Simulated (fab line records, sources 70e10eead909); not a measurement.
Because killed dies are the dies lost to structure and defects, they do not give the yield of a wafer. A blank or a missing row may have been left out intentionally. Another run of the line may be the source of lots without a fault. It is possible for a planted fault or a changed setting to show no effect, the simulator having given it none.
Chamber matching / flow nand_harc / NHARC_A_STAIRCASE_DESCUM_186 on rie_diel-08 has 4 sister chambers
The step chemistry O2, time 3 s. 22 wafers are shown with their chamber, then 11 later ones without.

== EACH WAFER AND ITS CHAMBER ==
wafer=L075.2; chamber=0; showerhead_plenum_p_Torr (Torr)=1.89; drypump_motor_current_A (A)=5.7; oes_product_au (a.u.)=1.003
wafer=L075.4; chamber=3; showerhead_plenum_p_Torr (Torr)=1.88; drypump_motor_current_A (A)=6.3; oes_product_au (a.u.)=0.996
wafer=L075.6; chamber=3; showerhead_plenum_p_Torr (Torr)=1.88; drypump_motor_current_A (A)=6.3; oes_product_au (a.u.)=0.997
wafer=L076.3; chamber=3; showerhead_plenum_p_Torr (Torr)=1.88; drypump_motor_current_A (A)=6.4; oes_product_au (a.u.)=1.010
wafer=L076.4; chamber=2; showerhead_plenum_p_Torr (Torr)=1.89; drypump_motor_current_A (A)=6.3; oes_product_au (a.u.)=0.987
wafer=L076.5; chamber=1; showerhead_plenum_p_Torr (Torr)=1.82; drypump_motor_current_A (A)=6.5; oes_product_au (a.u.)=1.004
wafer=L077.4; chamber=2; showerhead_plenum_p_Torr (Torr)=1.89; drypump_motor_current_A (A)=6.3; oes_product_au (a.u.)=0.986
wafer=L077.5; chamber=2; showerhead_plenum_p_Torr (Torr)=1.89; drypump_motor_current_A (A)=6.3; oes_product_au (a.u.)=0.998
wafer=L077.6; chamber=3; showerhead_plenum_p_Torr (Torr)=1.88; drypump_motor_current_A (A)=6.3; oes_product_au (a.u.)=0.991
wafer=L078.1; chamber=0; showerhead_plenum_p_Torr (Torr)=1.89; drypump_motor_current_A (A)=5.7; oes_product_au (a.u.)=0.987
wafer=L078.2; chamber=2; showerhead_plenum_p_Torr (Torr)=1.89; drypump_motor_current_A (A)=6.3; oes_product_au (a.u.)=0.998
wafer=L078.6; chamber=1; showerhead_plenum_p_Torr (Torr)=1.82; drypump_motor_current_A (A)=6.4; oes_product_au (a.u.)=1.001
wafer=L080.1; chamber=2; showerhead_plenum_p_Torr (Torr)=1.89; drypump_motor_current_A (A)=6.3; oes_product_au (a.u.)=0.996
wafer=L080.2; chamber=3; showerhead_plenum_p_Torr (Torr)=1.88; drypump_motor_current_A (A)=6.3; oes_product_au (a.u.)=0.996
wafer=L080.6; chamber=0; showerhead_plenum_p_Torr (Torr)=1.89; drypump_motor_current_A (A)=5.7; oes_product_au (a.u.)=0.998
wafer=L082.1; chamber=0; showerhead_plenum_p_Torr (Torr)=1.89; drypump_motor_current_A (A)=5.7; oes_product_au (a.u.)=1.006
wafer=L082.3; chamber=3; showerhead_plenum_p_Torr (Torr)=1.87; drypump_motor_current_A (A)=6.4; oes_product_au (a.u.)=1.005
wafer=L082.6; chamber=2; showerhead_plenum_p_Torr (Torr)=1.89; drypump_motor_current_A (A)=6.3; oes_product_au (a.u.)=0.980
wafer=L079.2; chamber=0; showerhead_plenum_p_Torr (Torr)=1.89; drypump_motor_current_A (A)=5.7; oes_product_au (a.u.)=1.001
wafer=L079.4; chamber=3; showerhead_plenum_p_Torr (Torr)=1.87; drypump_motor_current_A (A)=6.4; oes_product_au (a.u.)=1.001
wafer=L079.6; chamber=2; showerhead_plenum_p_Torr (Torr)=1.89; drypump_motor_current_A (A)=6.3; oes_product_au (a.u.)=0.992
wafer=L088.3; chamber=2; showerhead_plenum_p_Torr (Torr)=1.88; drypump_motor_current_A (A)=6.3; oes_product_au (a.u.)=0.984

SIGNATURES, as means of the wafers listed above
reading=showerhead_plenum_p_Torr; chamber 0=1.8900; chamber 1=1.8200; chamber 2=1.8887; chamber 3=1.8771; scatter within a chamber=0.00358
reading=drypump_motor_current_A; chamber 0=5.700; chamber 1=6.450; chamber 2=6.300; chamber 3=6.343; scatter within a chamber=0.0351
reading=oes_product_au; chamber 0=0.99900; chamber 1=1.00250; chamber 2=0.99013; chamber 3=0.99943; scatter within a chamber=0.00664
Rule: distance of a wafer from a chamber = root of the sum over the readings of ((wafer's reading minus chamber's mean) / reading's scatter) squared. The wafer belongs to the nearest chamber; if the next one is less than 2 further off, it can't be placed. The scatter: take each reading less its chamber's mean, square it, sum over the shown wafers, divide by the number of wafers less the number of chambers, and take the root.

== WAFERS WITHOUT THEIR CHAMBER ==
wafer=L088.4; showerhead_plenum_p_Torr (Torr)=1.81; drypump_motor_current_A (A)=6.4; oes_product_au (a.u.)=0.995
wafer=L088.6; showerhead_plenum_p_Torr (Torr)=1.89; drypump_motor_current_A (A)=5.7; oes_product_au (a.u.)=0.992
wafer=L090.1; showerhead_plenum_p_Torr (Torr)=1.88; drypump_motor_current_A (A)=6.3; oes_product_au (a.u.)=0.988
wafer=L090.2; showerhead_plenum_p_Torr (Torr)=1.87; drypump_motor_current_A (A)=6.4; oes_product_au (a.u.)=0.998
wafer=L090.3; showerhead_plenum_p_Torr (Torr)=1.89; drypump_motor_current_A (A)=5.7; oes_product_au (a.u.)=0.990
wafer=L096.1; showerhead_plenum_p_Torr (Torr)=1.88; drypump_motor_current_A (A)=6.3; oes_product_au (a.u.)=0.988
wafer=L096.3; showerhead_plenum_p_Torr (Torr)=1.88; drypump_motor_current_A (A)=5.6; oes_product_au (a.u.)=0.980
wafer=L096.5; showerhead_plenum_p_Torr (Torr)=1.87; drypump_motor_current_A (A)=6.4; oes_product_au (a.u.)=0.995
wafer=L095.2; showerhead_plenum_p_Torr (Torr)=1.88; drypump_motor_current_A (A)=6.3; oes_product_au (a.u.)=0.998
wafer=L095.4; showerhead_plenum_p_Torr (Torr)=1.87; drypump_motor_current_A (A)=6.4; oes_product_au (a.u.)=0.996
wafer=L095.6; showerhead_plenum_p_Torr (Torr)=1.88; drypump_motor_current_A (A)=6.2; oes_product_au (a.u.)=1.008

== THE CHAMBER EACH PASSED THROUGH ==
wafer=L088.4; from the rows above=1; in truth=1
wafer=L088.6; from the rows above=0; in truth=0
wafer=L090.1; from the rows above=can't be placed: 3 or 2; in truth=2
wafer=L090.2; from the rows above=3; in truth=3
wafer=L090.3; from the rows above=0; in truth=0
wafer=L096.1; from the rows above=can't be placed: 3 or 2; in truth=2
wafer=L096.3; from the rows above=0; in truth=0
wafer=L096.5; from the rows above=3; in truth=3
wafer=L095.2; from the rows above=can't be placed: 3 or 2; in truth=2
wafer=L095.4; from the rows above=3; in truth=3
wafer=L095.6; from the rows above=can't be placed: 3 or 2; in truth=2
7 of 11 placed correctly. Cannot be placed on the basis of these rows: 4; the candidates contain the true chamber in 4. Placed wrongly: 0.
